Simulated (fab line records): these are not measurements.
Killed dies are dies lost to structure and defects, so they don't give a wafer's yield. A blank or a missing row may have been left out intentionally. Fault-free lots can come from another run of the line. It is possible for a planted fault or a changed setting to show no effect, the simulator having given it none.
Split-lot study -- flow n5Finfet -- route with 1938 steps; 7 lots, 39 wafers read

== SPLIT DETAILS ==
At N5_FIN_SAQP_HM_DEP_03 (deposits SiNx from SiH4/NH3/N2, target thk 38 nm, time 33.6 s), the setting timeS was moved away from the recipe's 33.6 s on 15 of the 39 wafers read, by -42.3% to +59.3%. All remaining wafers had this setting at the recipe value.

== FROM THE SPLIT TO THE READING: what the file shows between them, 4 steps ==
- N5_FIN_SAQP_THK_MEAS_05
- N5_FIN_SAQP_PECVD_47: deposits a-Si from SiH4/He, target thk 45 nm, time 36.3 s
- N5_FIN_SAQP_PECVD_48: deposits SiNx from SiH4/NH3/N2, target thk 25 nm, time 22.1 s
- N5_FIN_SAQP_MANDREL2_REMOVE_60: chemistry HBr/Cl2/O2, target a-Si, stops on SiNx, bt time 10 s

== THE READING ==
etch.depthNm (the simulator's own value, which no gauge read), in nm, at N5_FIN_SAQP_HM_OPEN_33 (chemistry CH3F/O2, target SiNx, target depth 49.4 nm, time 70.6 s). The file does not state a usual value for it. The 24 wafers here that ran the recipe average 37.27 nm, standard deviation 0.42 nm.

wafer,"tool, chamber at the split","timeS as run, s",against the recipe,"etch.depthNm, nm",against lot-mates on the recipe
L074.1,"pecvd-04, 2",21.19,-36.9%,23.28,-13.96
L074.2,"pecvd-04, 1",33.6,recipe,37.14,-
L074.3,"pecvd-04, 0",21.19,-36.9%,22.48,-14.76
L074.4,"pecvd-04, 1",33.6,recipe,37.35,-
L074.5,"pecvd-04, 2",33.6,recipe,37.23,-
L074.6,"pecvd-04, 0",21.19,-36.9%,23.26,-13.98
L080.1,"pecvd-02, 0",39.87,+18.7%,43.95,+7.03
L080.2,"pecvd-02, 1",33.6,recipe,36.67,-
L080.3,"pecvd-02, 2",39.87,+18.7%,44.69,+7.77
L080.4,"pecvd-02, 0",33.6,recipe,36.74,-
L080.5,"pecvd-02, 2",33.6,recipe,37.36,-
L080.6,"pecvd-02, 1",39.87,+18.7%,44.83,+7.91
L085.1,"pecvd-04, 2",53.53,+59.3%,59.49,+22.17
L085.2,"pecvd-04, 1",33.6,recipe,36.83,-
L085.3,"pecvd-04, 0",53.53,+59.3%,59.17,+21.85
L085.4,"pecvd-04, 0",33.6,recipe,37.6,-
L085.5,"pecvd-04, 1",53.53,+59.3%,59.62,+22.30
L085.6,"pecvd-04, 2",33.6,recipe,37.53,-
L089.1,"pecvd-02, 1",33.6,recipe,36.99,-
L089.2,"pecvd-02, 0",33.6,recipe,37.31,-
L089.3,"pecvd-02, 2",33.6,recipe,37.16,-
L089.4,"pecvd-02, 2",33.6,recipe,37.72,-
L089.5,"pecvd-02, 0",33.6,recipe,37.4,-
L089.6,"pecvd-02, 1",33.6,recipe,38.11,-
L091.1,"pecvd-01, 0",33.6,recipe,37.14,-
L091.2,"pecvd-01, 1",33.6,recipe,36.83,-
L091.3,"pecvd-01, 2",21.39,-36.3%,23.76,-13.47
L091.4,"pecvd-01, 1",21.39,-36.3%,23.97,-13.26
L091.5,"pecvd-01, 2",33.6,recipe,37.71,-
L091.6,"pecvd-01, 0",21.39,-36.3%,24.06,-13.17
L093.1,"pecvd-04, 0",33.6,recipe,36.84,-
L093.3,"pecvd-04, 2",33.6,recipe,36.67,-
L093.4,"pecvd-04, 0",33.6,recipe,37.58,-
L097.1,"pecvd-04, 1",19.39,-42.3%,21.27,-16.26
L097.2,"pecvd-04, 0",33.6,recipe,37.36,-
L097.3,"pecvd-04, 2",33.6,recipe,36.99,-
L097.4,"pecvd-04, 2",19.39,-42.3%,20.9,-16.63
L097.5,"pecvd-04, 1",19.39,-42.3%,21.1,-16.43
L097.6,"pecvd-04, 0",33.6,recipe,38.25,-

FIT RESULTS
A straight line over all 39 wafers: etch.depthNm changes by +0.377 nm for each +1% of timeS; r = +1.00; the points scatter about the line by 0.41 nm.
The same after taking each lot's own level away (the mean of its wafers on the recipe; 39 wafers): +0.378 nm for each +1%; r = +1.00; scatter 0.43 nm.
Per that fit: largest timeS move, reading shift of 22 nm.
Measured against the standard deviation above, the lots' own levels, which go from 36.923 to 37.533 nm, span 1.5 times it.
Hence the lot-to-lot level has little effect on the slope; both slopes agree.
Check: with one of the wafers moved furthest among these (+59.3%) left out of the fit, the line predicts +22.5 nm for it against its lot-mates. Against them it came out at +22.2 nm.

== THE WHOLE CHAIN: every reading that the file lists as answering this split, in the file's order ==
step,what it does,reading,change (the file's fit),r (the file's)
N5_FIN_SAQP_HM_DEP_03,"deposits SiNx from SiH4/NH3/N2, target thk 38 nm, time 33.6 s","SiNx_of_FIN_SAQP_HM_DEP_03.thkNm (the simulator's own value, which no gauge read)",+0.377 nm for each +1% of the setting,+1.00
N5_FIN_SAQP_THK_MEAS_05,,thkNm,withheld for each +1% of the setting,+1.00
N5_FIN_SAQP_HM_OPEN_33,"chemistry CH3F/O2, target SiNx, target depth 49.4 nm, time 70.6 s",etchRfOnTimeS,withheld for each +1% of the setting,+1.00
N5_FIN_SAQP_HM_OPEN_33,"chemistry CH3F/O2, target SiNx, target depth 49.4 nm, time 70.6 s","etch.depthNm (the simulator's own value, which no gauge read)",+0.379 nm for each +1% of the setting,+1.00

== THE FILE'S OWN FIT ==
etch.depthNm changes by +0.379 nm for each +1% of timeS, r = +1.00.
